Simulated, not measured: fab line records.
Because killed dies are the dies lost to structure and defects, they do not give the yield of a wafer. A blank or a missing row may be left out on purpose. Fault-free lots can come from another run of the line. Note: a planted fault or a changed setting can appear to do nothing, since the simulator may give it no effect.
Struck lot and sound lot, side by side    flow nand harc    28 out of 1302 route steps
Sound: these wafers, L469.1, L469.2, L469.5. The struck wafers were L475.1, L475.4, L475.5. The cause comes at the end.
Order at every step that has rows: each side's tool, ch and its chambers, its first start. Under that, the readings that differ: sound wafers    struck wafers    difference of the means    sigmas: that difference in standard deviations of wafers without a fault.
alike: same words and numbers on both sides, and readings whose means sit less than 2 such deviations apart. not compared: any withheld reading, any reading some wafer has no value for, any bound like >300 that may hide the same value, and any number with overlapping values for which the record gives no deviation.
A row with sigmas, a row that says differs or no value, or rows on one side alone: a step with any of these is where the two part. Numbers that have no deviation but don't overlap get no sigmas and don't part them. Lack of a reading on every wafer of one side parts them only where that side has two or more wafers.

NHARC_A_CHANNEL_HOLE_D2_CD_MEAS_10: the cd target is 100 nm.
  sound on cd sem-01 ch 0, day 19 00:25; struck on cd sem-01 ch 0, day 21 02:03
  alike: cd nm
NHARC_A_CHANNEL_HOLE_D2_OVL_MEAS_11:
  struck on overlay-02, day 21 02:08; sound on overlay-01, day 19 00:29
  alike: overlay x nm, overlay y nm
NHARC_A_CHANNEL_HOLE_D2_INSPECT_12:
  struck on defect inspect-02, day 21 02:11; sound on defect inspect-02, day 19 00:32
  alike: raw defect count
NHARC_A_CHANNEL_HOLE_D2_DESCUM_15: chemistry O2, time 3 s.
  sound on rie diel-02 ch 0,1, day 19 00:36; struck on rie diel-13 ch 2,3, day 21 02:14
reading                sound              struck             difference  sigmas
oes product au (a.u.)  1.027 1.008 1.007  0.978 0.995 0.978  -0.030      -2
  alike: drypump motor current A, mfc ar sccm, rf vpp V, showerhead plenum p Torr, throttle valve pct
  not compared: rf hours counter h
NHARC_A_CHANNEL_HOLE_D2_ETCH_38: etches the open film in CF4, target depth 39 nm, time 65 s.
  sound on rie diel-02 ch 0,1, day 19 00:42; struck on rie diel-13 ch 1,3, day 21 02:20
  alike: drypump motor current A, mfc ar sccm, oes product au, rf vpp V, showerhead plenum p Torr, throttle valve pct
  not compared: rf hours counter h
NHARC_A_CHANNEL_HOLE_D2_ETCH_39: etches the open film in N2/H2, target depth 260 nm, time 325 s.
  sound on rie diel-02 ch 0,1,2; struck on rie diel-13 ch 0,1
  alike: drypump motor current A, mfc ar sccm, oes product au, rf vpp V, showerhead plenum p Torr, throttle valve pct
  not compared: rf hours counter h
then, 2 steps without rows for these wafers: NHARC_A_CHANNEL_HOLE_D2_ETCH_34 (etches the open film in CF4/CHF3, target depth 154 nm, time 77 s); NHARC_A_CHANNEL_HOLE_D2_ETCH_16 (etches the open film in O2/COS, target depth 3100 nm, time 806 s).
NHARC_A_CHANNEL_HOLE_D2_CD_MEAS_18:
  struck on cd sem-03, day 21 03:21; sound on cd sem-01, day 19 01:55
  alike: cd nm
then, 3 steps without rows for these wafers: NHARC_A_CHANNEL_HOLE_D2_ETCH_19 (etches the open film in C4F8/O2/Ar, time 34.5 s); NHARC_A_CHANNEL_HOLE_D2_ETCH_20 (etches the open film in C4F8/O2/Ar, time 361.9 s, target depth 1600 nm); NHARC_A_CHANNEL_HOLE_D2_ETCH_21 (etches the open film in C4F8/O2/Ar, time 514.3 s, target depth 1600 nm).
NHARC_A_CHANNEL_HOLE_D2_ETCH_22: etches the open film in C4F8/O2/Ar, time 666.7 s, target depth 1600 nm.
  sound on har etch-01 ch 0,1, day 19 02:50; struck on har etch-01 ch 1, day 21 04:18
  alike: drypump motor current A, mfc ar sccm, showerhead plenum p Torr, throttle valve pct
  not compared: rf hours counter h
then, 1 step without rows for these wafers: NHARC_A_CHANNEL_HOLE_D2_ETCH_23 (etches the open film in C4F8/O2/Ar, time 819 s, target depth 1600 nm).
NHARC_A_CHANNEL_HOLE_D2_ETCH_24: etches the open film in C4F8/O2/Ar, time 906.2 s, target depth 1500 nm.
  sound on har etch-01 ch 0,1, day 19 04:07; struck on har etch-01 ch 1, day 21 05:34
  alike: drypump motor current A, mfc ar sccm, showerhead plenum p Torr, throttle valve pct
  not compared: rf hours counter h
then, 1 step without rows for these wafers: NHARC_A_CHANNEL_HOLE_D2_ETCH_25 (etches the open film in C4F8/O2/Ar, time 1040.2 s, target depth 1500 nm).
NHARC_A_CHANNEL_HOLE_D2_ETCH_26: etches the open film in C4F8/O2/Ar, time 224.1 s, target depth 300 nm.
  sound on har etch-01 ch 0,1, day 19 05:46; struck on har etch-01 ch 1, day 21 07:13
  alike: drypump motor current A, mfc ar sccm, showerhead plenum p Torr, throttle valve pct
  not compared: rf hours counter h
then, 8 steps without rows for these wafers: NHARC_A_CHANNEL_HOLE_D2_ETCH_27 (etches the open film in C4F8/O2/Ar, time 90 s, target depth 400 nm); NHARC_A_CHANNEL_HOLE_D2_STRIP_41 (strips in N2/H2); NHARC_A_CHANNEL_HOLE_D2_STRIP_42 (strips in CF4/CHF3); NHARC_A_CHANNEL_HOLE_D2_STRIP_43 (strips in O2/COS); NHARC_A_CHANNEL_HOLE_D2_ETCH_44 (etches the open film in CF4/O2, target depth 140 nm, overetch 14 nm, time 77 s); NHARC_A_CHANNEL_HOLE_D2_STRIP_28 (strips in O2); NHARC_A_CHANNEL_HOLE_D2_PRECLEAN_29 (cleans in SC1); NHARC_A_CHANNEL_HOLE_D2_SRD_30.
NHARC_A_CHANNEL_HOLE_D2_CD_MEAS_31:
  struck on cd sem-03, day 21 08:57; sound on cd sem-02, day 19 07:30
  alike: cd nm
NHARC_A_CHANNEL_HOLE_D2_XSEM_32:
  sound on xsem-02 ch 0, day 19 07:36; struck on xsem-01 ch 0
reading             sound              struck          difference                     sigmas
bow nm (nm)         9.1 9.0 9.0        - - -           no value on the struck wafers  
tilt deg (degrees)  -0.01 -0.01 -0.01  0.12 0.12 0.12  +0.13                          +3
  alike: bot cd nm
NHARC_END_SORT_01:
  the record has rows for the sound wafers here (prober-01 ch 0, day 30 09:49) and none for the struck ones

== WHERE THEY PART ==
First at NHARC_A_CHANNEL_HOLE_D2_DESCUM_15; last, within this record, at NHARC_END_SORT_01.

WHY: the cause the simulator had injected
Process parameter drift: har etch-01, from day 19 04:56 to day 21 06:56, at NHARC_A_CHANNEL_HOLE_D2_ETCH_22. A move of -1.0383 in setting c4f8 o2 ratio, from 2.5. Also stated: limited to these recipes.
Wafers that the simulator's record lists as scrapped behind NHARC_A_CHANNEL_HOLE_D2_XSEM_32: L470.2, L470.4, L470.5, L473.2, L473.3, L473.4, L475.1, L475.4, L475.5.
